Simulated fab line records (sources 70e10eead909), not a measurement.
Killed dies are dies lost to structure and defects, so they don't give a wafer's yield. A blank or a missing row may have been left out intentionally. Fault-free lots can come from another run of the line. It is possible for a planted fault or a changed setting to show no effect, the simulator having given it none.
Code-filled problem report in 8D (eight disciplines) form    flow nand-harc    the parts of the form that need people (team, actions taken, sign-off) are left out

== 1. WHAT WENT WRONG ==
Wafers without a fault read 26, standard deviation 9.1; killed-at-array at NHARC_END_SORT_01 reads a mean of 292 on 6 wafers belonging to 2 lots. Measured from the usual mean, that is +29 standard deviations.
The first sign was on wafer L534.1 at day 21 01:45, on prober-01. Wafers with a number at this step in the record: 6, from 2 lots. The rule behind "out" and "out of limits": a value lying over 4 standard deviations away from the usual mean. The rest of the wafers with a number are treated as sound.

== 2. WHAT IT IS; WHAT IT IS NOT ==
question                     is                            is not
which readings at this step  killed-at-array, killed-dies  killed-at-periphery, killed-open, killed-short
which lots                   L534, L536                    -
which wafers of those lots   all that have a number        -
read on which gauges         prober-01                     -
when                         from day 21 01:45             up to then (0 sound wafers)

== 3. SUSPECTS, AND WHAT RULES EACH OUT ==
Counting: any tool at a process step up to the reading is kept as a suspect provided that every lot that is out went through it and no sound lot did after the first of them.
- the gauge at NHARC_END_SORT_01: kept. All the wafers that are out were read on prober-01, and no step on other tools shows them out.
- acl-dep-01 at NHARC_A_CONTACT_DEP_57 (deposits aC, target thk 2800 nm): kept. It ran every lot that is out, first L534 (day 18 12:55), and no sound lot after that.
- pvd-sputter-03 at NHARC_THIN_TSV_DEGAS_53 (time 60 s): kept. It ran every lot that is out, first L534 (day 20 18:18), and no sound lot after that.
After the count, these remain: acl-dep-01 at NHARC_A_CONTACT_DEP_57, pvd-sputter-03 at NHARC_THIN_TSV_DEGAS_53 and prober-01 at NHARC_END_SORT_01.

== 4. THE CAUSE (what the simulator had put in) ==
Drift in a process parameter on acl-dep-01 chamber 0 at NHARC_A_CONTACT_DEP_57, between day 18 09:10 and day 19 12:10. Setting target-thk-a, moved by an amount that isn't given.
Of the 3 suspects that counting leaves, this tool is one.

== 5. THE EFFECT CHAIN, in route order ==
Each row: a reading where the mean over the struck wafers with a number is more than 3 standard deviations away from the usual. Only readings whose record carries a usual standard deviation are examined. hours: median over the lots of the time between each lot's start at the first step of this table that gives one and its start at this step. sigmas: the change, counted in usual standard deviations.
hours  step               reading          usual  on struck wafers  change  sigmas
0      NHARC_END_SORT_01  killed-at-array  26     292               +266    +29
0      NHARC_END_SORT_01  killed-dies      30     296               +266    +29

== 6. HOW IT WOULD HAVE BEEN CAUGHT EARLIER ==
The first out-of-limits reading at a measuring or inspecting step in this record came at day 21 01:45, 65 hours after the fault's start at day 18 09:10.
An alarm limit of 4 standard deviations would not have fired on the tool readings at NHARC_A_CONTACT_DEP_57 for which the record gives a usual standard deviation, since none of them was out on any struck wafer.
Lots out: 2; all had begun NHARC_A_CONTACT_DEP_57 on acl-dep-01 by day 21 01:45. A hold on the tool at that time would have spared none of them.
